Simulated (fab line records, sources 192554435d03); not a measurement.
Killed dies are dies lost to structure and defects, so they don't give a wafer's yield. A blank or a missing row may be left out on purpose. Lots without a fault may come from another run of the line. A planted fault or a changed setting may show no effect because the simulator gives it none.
Which tool did it? | flow n5_finfet | 22 lots, 66 wafers sampled, at 4 steps of a route of 1938

WHAT THE GAUGES READ, wafer by wafer
N5_MOL_CONTACT_COAG_INSPECT_97: inspects for defects (darkfield).
lot  | measured     | on                | raw_defect_count
L074 | day 5 09:51  | defect_inspect-02 | 31 34 46
L075 | day 5 21:32  | defect_inspect-02 | 26 43 36
L077 | day 6 04:53  | defect_inspect-02 | 40 29 43
L078 | day 6 12:33  | defect_inspect-02 | 36 27 26
L079 | day 6 15:33  | defect_inspect-01 | 50 40 36
L080 | day 6 21:05  | defect_inspect-02 | 41 16 29
L081 | day 7 05:34  | defect_inspect-02 | 40 48 29
L082 | day 7 09:56  | defect_inspect-02 | 48 65 52
L084 | day 7 21:16  | defect_inspect-01 | 69 80 49
L085 | day 8 07:31  | defect_inspect-02 | 43 46 35
L086 | day 8 14:37  | defect_inspect-01 | 53 44 46
L087 | day 8 17:37  | defect_inspect-02 | 45 47 40
L088 | day 9 01:06  | defect_inspect-02 | 36 28 32
L089 | day 9 04:46  | defect_inspect-01 | 53 57 70
L090 | day 9 08:17  | defect_inspect-02 | 33 33 29
L091 | day 9 17:07  | defect_inspect-01 | 40 34 27
L092 | day 9 20:08  | defect_inspect-02 | 28 35 52
L093 | day 10 05:09 | defect_inspect-01 | 38 33 38
L094 | day 10 08:09 | defect_inspect-02 | 46 29 47
L095 | day 10 18:46 | defect_inspect-01 | 28 53 32
L096 | day 10 21:51 | defect_inspect-01 | 47 30 54
L097 | day 11 09:17 | defect_inspect-02 | 42 52 60

WHICH TOOL RAN EACH LOT (tool, then ch and the chambers of the sampled wafers, then the start)
lot  | N5_MOL_CONTACT_COAG_DESCUM_88      | N5_MOL_CONTACT_COAG_ETCH_48        | N5_MOL_CONTACT_COAG_STRIP_49
L074 | rie_diel-02 ch 0,2, day 5 03:20    | rie_diel-01 ch 0,1,2, day 5 05:44  | plasma_asher-01 ch 0,1, day 5 05:52
L075 | rie_diel-01 ch 2,3, day 5 15:22    | rie_diel-02 ch 1,2, day 5 17:22    | plasma_asher-01 ch 0,1, day 5 17:31
L077 | rie_diel-02 ch 0,1,2, day 5 21:39  | rie_diel-01 ch 0,1,3, day 5 23:38  | plasma_asher-02 ch 0,1, day 5 23:46
L078 | rie_diel-06 ch 0,2,3, day 6 06:38  | rie_diel-02 ch 0,1,3, day 6 08:28  | plasma_asher-01 ch 0,1, day 6 08:37
L079 | rie_diel-06 ch 2,3, day 6 07:03    | rie_diel-06 ch 0,3, day 6 08:56    | plasma_asher-02 ch 0,1, day 6 09:04
L080 | rie_diel-01 ch 1,2, day 6 15:02    | rie_diel-02 ch 0,1,3, day 6 16:56  | plasma_asher-01 ch 0,1, day 6 17:06
L081 | rie_diel-06 ch 0,1,3, day 6 22:59  | rie_diel-01 ch 0,1,3, day 7 01:28  | plasma_asher-01 ch 0,1, day 7 01:36
L082 | rie_diel-02 ch 0,1,2, day 7 02:40  | rie_diel-02 ch 0,2,3, day 7 05:49  | plasma_asher-01 ch 0,1, day 7 05:58
L084 | rie_diel-06 ch 2,3, day 7 14:25    | rie_diel-06 ch 0,2,3, day 7 17:02  | plasma_asher-02 ch 0,1, day 7 17:10
L085 | rie_diel-02 ch 0,1,2, day 7 22:06  | rie_diel-02 ch 1,2,3, day 8 00:14  | plasma_asher-02 ch 0,1, day 8 00:23
L086 | rie_diel-02 ch 0,3, day 8 08:19    | rie_diel-06 ch 0,2,3, day 8 10:31  | plasma_asher-02 ch 0,1, day 8 10:40
L087 | rie_diel-06 ch 1,2, day 8 09:04    | rie_diel-06 ch 0,2,3, day 8 10:52  | plasma_asher-01 ch 0,1, day 8 11:00
L088 | rie_diel-06 ch 1,2, day 8 18:23    | rie_diel-01 ch 2,3, day 8 20:58    | plasma_asher-02 ch 0,1, day 8 21:10
L089 | rie_diel-02 ch 0,1, day 8 22:09    | rie_diel-01 ch 2,3, day 9 00:41    | plasma_asher-02 ch 0,1, day 9 00:49
L090 | rie_diel-01 ch 0,1, day 9 02:08    | rie_diel-01 ch 1,2,3, day 9 04:13  | plasma_asher-02 ch 0,1, day 9 04:20
L091 | rie_diel-06 ch 2,3, day 9 11:06    | rie_diel-02 ch 1,3, day 9 13:02    | plasma_asher-02 ch 0,1, day 9 13:10
L092 | rie_diel-06 ch 1,2, day 9 11:47    | rie_diel-06 ch 0,2,3, day 9 13:43  | plasma_asher-01 ch 0,1, day 9 13:51
L093 | rie_diel-01 ch 2,3, day 9 22:41    | rie_diel-01 ch 2,3, day 10 01:01   | plasma_asher-02 ch 0,1, day 10 01:09
L094 | rie_diel-02 ch 0,1,3, day 9 23:27  | rie_diel-01 ch 0,1,3, day 10 02:01 | plasma_asher-01 ch 0,1, day 10 02:09
L095 | rie_diel-06 ch 0,1,3, day 10 12:26 | rie_diel-02 ch 0,2,3, day 10 14:39 | plasma_asher-01 ch 0,1, day 10 14:48
L096 | rie_diel-01 ch 1,2,3, day 10 15:28 | rie_diel-06 ch 0,1,3, day 10 17:43 | plasma_asher-01 ch 0,1, day 10 17:52
L097 | rie_diel-02 ch 2,3, day 11 02:34   | rie_diel-02 ch 0,3, day 11 05:12   | plasma_asher-02 ch 0,1, day 11 05:20
- N5_MOL_CONTACT_COAG_DESCUM_88: chemistry O2, time 7 s.
- N5_MOL_CONTACT_COAG_ETCH_48: etches SiOC in C4F6/O2, target depth 15 nm, overetch 4.5 nm, time 17 s.
- N5_MOL_CONTACT_COAG_STRIP_49: strips in N2/H2, time 30 s.

WHAT THE TOOLS THEMSELVES READ (means of the sampled wafers that have a number; where no wafer has one, the mark that the record gives instead)
N5_MOL_CONTACT_COAG_DESCUM_88.
lot  | tool        | drypump_motor_current_A (A) | oes_product_au (a.u.) | rf_vpp_V (V) | showerhead_plenum_p_Torr (Torr) | throttle_valve_pct (%)
L074 | rie_diel-02 | 6.1                         | 0.92                  | 244.7        | 2.14                            | 20.12
L075 | rie_diel-01 | 5.5                         | 0.88                  | 245.8        | 2.22                            | 20.62
L077 | rie_diel-02 | 5.9                         | 0.85                  | 243.1        | 2.15                            | 20.33
L078 | rie_diel-06 | 5.8                         | 0.86                  | 241.8        | 2.06                            | 20.50
L079 | rie_diel-06 | 5.5                         | 0.77                  | 242.6        | 2.06                            | 20.53
L080 | rie_diel-01 | 6.0                         | 0.71                  | 244.1        | 2.14                            | 20.65
L081 | rie_diel-06 | 6.0                         | 0.87                  | 243.4        | 2.09                            | 20.65
L082 | rie_diel-02 | 5.9                         | 0.84                  | 244.2        | 2.14                            | 20.35
L084 | rie_diel-06 | 5.5                         | 0.76                  | 242.9        | 2.06                            | 20.56
L085 | rie_diel-02 | 5.9                         | 0.83                  | 244.3        | 2.14                            | 20.37
L086 | rie_diel-02 | 5.7                         | 0.88                  | 243.9        | 2.15                            | 20.17
L087 | rie_diel-06 | 6.0                         | 0.89                  | 243.4        | 2.08                            | 20.40
L088 | rie_diel-06 | 6.0                         | 0.89                  | 242.8        | 2.08                            | 20.41
L089 | rie_diel-02 | 5.7                         | 0.76                  | 244.2        | 2.15                            | 20.61
L090 | rie_diel-01 | 6.0                         | 0.94                  | 243.1        | 2.12                            | 20.34
L091 | rie_diel-06 | 5.6                         | 0.80                  | 242.5        | 2.04                            | 20.43
L092 | rie_diel-06 | 6.3                         | 0.89                  | 242.0        | 2.11                            | 20.55
L093 | rie_diel-01 | 5.7                         | 0.75                  | 244.4        | 2.19                            | 20.67
L094 | rie_diel-02 | 5.7                         | 0.80                  | 243.7        | 2.15                            | 20.41
L095 | rie_diel-06 | 6.0                         | 0.81                  | 242.0        | 2.08                            | 20.69
L096 | rie_diel-01 | 5.8                         | 0.82                  | 244.1        | 2.15                            | 20.57
L097 | rie_diel-02 | 5.7                         | 0.84                  | 243.2        | 2.14                            | 20.17

N5_MOL_CONTACT_COAG_ETCH_48.
lot  | tool        | drypump_motor_current_A (A) | oes_ar_750_au (a.u.) | oes_o_777_au (a.u.) | oes_product_au (a.u.) | rf_vpp_V (V) | showerhead_plenum_p_Torr (Torr) | throttle_valve_pct (%)
L074 | rie_diel-01 | 6.0                         | 0.78                 | 0.79                | 0.64                  | 1611         | 2.91                            | 40.5
L075 | rie_diel-02 | 5.7                         | 0.79                 | 0.79                | 0.65                  | 1614         | 2.93                            | 40.5
L077 | rie_diel-01 | 5.8                         | 0.84                 | 0.85                | 0.71                  | 1603         | 2.94                            | 40.6
L078 | rie_diel-02 | 5.7                         | 0.86                 | 0.86                | 0.73                  | 1590         | 2.92                            | 40.5
L079 | rie_diel-06 | 5.7                         | 0.79                 | 0.78                | 0.67                  | 1621         | 2.81                            | 41.2
L080 | rie_diel-02 | 5.7                         | 0.85                 | 0.85                | 0.71                  | 1589         | 2.92                            | 40.5
L081 | rie_diel-01 | 5.8                         | 0.83                 | 0.84                | 0.67                  | 1602         | 2.93                            | 40.7
L082 | rie_diel-02 | 5.9                         | 0.88                 | 0.89                | 0.72                  | 1613         | 2.89                            | 40.3
L084 | rie_diel-06 | 5.8                         | 0.84                 | 0.82                | 0.65                  | 1611         | 2.79                            | 41.1
L085 | rie_diel-02 | 5.7                         | 0.83                 | 0.83                | 0.66                  | 1610         | 2.91                            | 40.5
L086 | rie_diel-06 | 5.8                         | 0.83                 | 0.82                | 0.67                  | 1612         | 2.79                            | 41.1
L087 | rie_diel-06 | 5.8                         | 0.82                 | 0.82                | 0.70                  | 1611         | 2.79                            | 41.1
L088 | rie_diel-01 | 5.5                         | 0.82                 | 0.83                | 0.70                  | 1601         | 2.98                            | 40.9
L089 | rie_diel-01 | 5.7                         | 0.76                 | 0.76                | 0.61                  | 1610         | 2.95                            | 40.8
L090 | rie_diel-01 | 5.8                         | 0.84                 | 0.85                | 0.71                  | 1612         | 2.91                            | 40.7
L091 | rie_diel-02 | 5.5                         | 0.76                 | 0.77                | 0.64                  | 1584         | 2.93                            | 40.6
L092 | rie_diel-06 | 5.8                         | 0.81                 | 0.80                | 0.69                  | 1611         | 2.78                            | 41.1
L093 | rie_diel-01 | 5.7                         | 0.75                 | 0.76                | 0.58                  | 1610         | 2.94                            | 40.8
L094 | rie_diel-01 | 5.8                         | 0.88                 | 0.88                | 0.76                  | 1602         | 2.92                            | 40.6
L095 | rie_diel-02 | 5.9                         | 0.85                 | 0.85                | 0.68                  | 1613         | 2.88                            | 40.4
L096 | rie_diel-06 | 6.1                         | 0.80                 | 0.80                | 0.70                  | 1618         | 2.82                            | 41.0
L097 | rie_diel-02 | 5.7                         | 0.83                 | 0.85                | 0.67                  | 1584         | 2.89                            | 40.4

N5_MOL_CONTACT_COAG_STRIP_49.
lot  | tool            | drypump_motor_current_A (A) | heater_power_w (W)
L074 | plasma_asher-01 | 5.3                         | 338
L075 | plasma_asher-01 | 5.7                         | 329
L077 | plasma_asher-02 | 5.8                         | 361
L078 | plasma_asher-01 | 5.3                         | 343
L079 | plasma_asher-02 | 5.8                         | 354
L080 | plasma_asher-01 | 5.7                         | 334
L081 | plasma_asher-01 | 5.3                         | 341
L082 | plasma_asher-01 | 5.3                         | 342
L084 | plasma_asher-02 | 5.6                         | 387
L085 | plasma_asher-02 | 5.6                         | 389
L086 | plasma_asher-02 | 5.8                         | 359
L087 | plasma_asher-01 | 5.6                         | 330
L088 | plasma_asher-02 | 5.6                         | 391
L089 | plasma_asher-02 | 5.6                         | 394
L090 | plasma_asher-02 | 5.6                         | 391
L091 | plasma_asher-02 | 5.8                         | 367
L092 | plasma_asher-01 | 5.3                         | 342
L093 | plasma_asher-02 | 5.8                         | 355
L094 | plasma_asher-01 | 5.3                         | 338
L095 | plasma_asher-01 | 5.3                         | 342
L096 | plasma_asher-01 | 5.3                         | 337
L097 | plasma_asher-02 | 5.6                         | 393

THE ANSWER, worked out from the rows above alone
Rule: what is usual is taken from the lots themselves. Put in order of their means at a reading, lots are off if they are a third of the lots or fewer, leave a main group of 4 or more, and stand apart from it by a gap of 3 or more times the standard deviation of the main group's means; of several such gaps the widest counts. A main group whose means are all the same, to the digits that the tables above print for the reading, isn't used. A lot without any number at a reading at which 4 lots or more have one is off too. The other lots that the step has rows for count as sound. The gauges are gone through in route order, then the tools' own readings, and for those a lot's mean is taken as printed above. The first step at which some lot is off is used, and at that step the reading that is off furthest; a lot without a number counts as furthest.
No lot is off at any reading shown: from this, nothing can be told.

WHAT THE SIMULATOR HAD PUT IN
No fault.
